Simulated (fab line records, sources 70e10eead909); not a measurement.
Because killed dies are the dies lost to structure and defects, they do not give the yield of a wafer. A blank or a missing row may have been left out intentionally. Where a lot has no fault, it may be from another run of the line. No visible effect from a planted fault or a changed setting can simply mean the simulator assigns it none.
Matching of chambers	flow nand_harc	rie_diel-12 running NHARC_A_STAIRCASE_DESCUM_312: 4 sister chambers
The step chemistry O2, time 3 s. 14 wafers are shown with their chamber, then 7 later ones without.

## WAFERS PAIRED WITH THEIR CHAMBERS
wafer	chamber	showerhead_plenum_p_Torr (Torr)	drypump_motor_current_A (A)	oes_product_au (a.u.)
L726.2	3	1.94	6.1	0.993
L726.3	2	1.93	5.1	0.999
L726.6	2	1.93	5.1	0.992
L730.2	2	1.93	5.0	0.978
L730.3	3	1.94	6.1	1.003
L730.6	1	1.76	5.4	1.014
L734.1	2	1.93	5.1	0.997
L734.4	3	1.94	6.1	1.002
L734.6	3	1.94	6.1	0.999
L736.1	3	1.93	6.1	1.004
L736.2	0	1.84	6.2	0.980
L736.6	3	1.93	6.1	1.011
L740.1	2	1.92	5.1	0.991
L740.3	3	1.93	6.2	1.004

SIGNATURES, as means of the wafers listed above
reading	chamber 0	chamber 1	chamber 2	chamber 3	scatter within a chamber
showerhead_plenum_p_Torr	1.8400	1.7600	1.9280	1.9357	0.00501
drypump_motor_current_A	6.200	5.400	5.080	6.114	0.0407
oes_product_au	0.98000	1.01400	0.99140	1.00229	0.0067
Rule: a wafer's distance from a chamber is the root of the sum, over the readings, of the square of ((its reading less the chamber's mean) divided by the reading's scatter). The wafer belongs to the nearest chamber; if the next one is less than 2 further off, it can't be placed. The scatter: take each reading less its chamber's mean, square it, sum over the shown wafers, divide by the number of wafers less the number of chambers, and take the root.

## WAFERS WITHOUT THEIR CHAMBER
wafer	showerhead_plenum_p_Torr (Torr)	drypump_motor_current_A (A)	oes_product_au (a.u.)
L740.4	2.06	5.4	1.013
L746.4	1.91	5.1	1.001
L746.5	2.06	5.4	1.011
L746.6	1.83	6.2	0.977
L749.3	1.92	6.1	1.011
L749.4	1.82	6.2	0.983
L749.5	1.91	5.1	1.013

## WHICH CHAMBER EACH WENT THROUGH
wafer	from the rows above	in truth
L740.4	2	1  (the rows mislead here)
L746.4	2	2
L746.5	2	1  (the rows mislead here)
L746.6	0	0
L749.3	3	3
L749.4	0	0
L749.5	2	2
Placed correctly: 5 of 7. Can't be placed from these rows: 0. Number placed wrongly: 2.
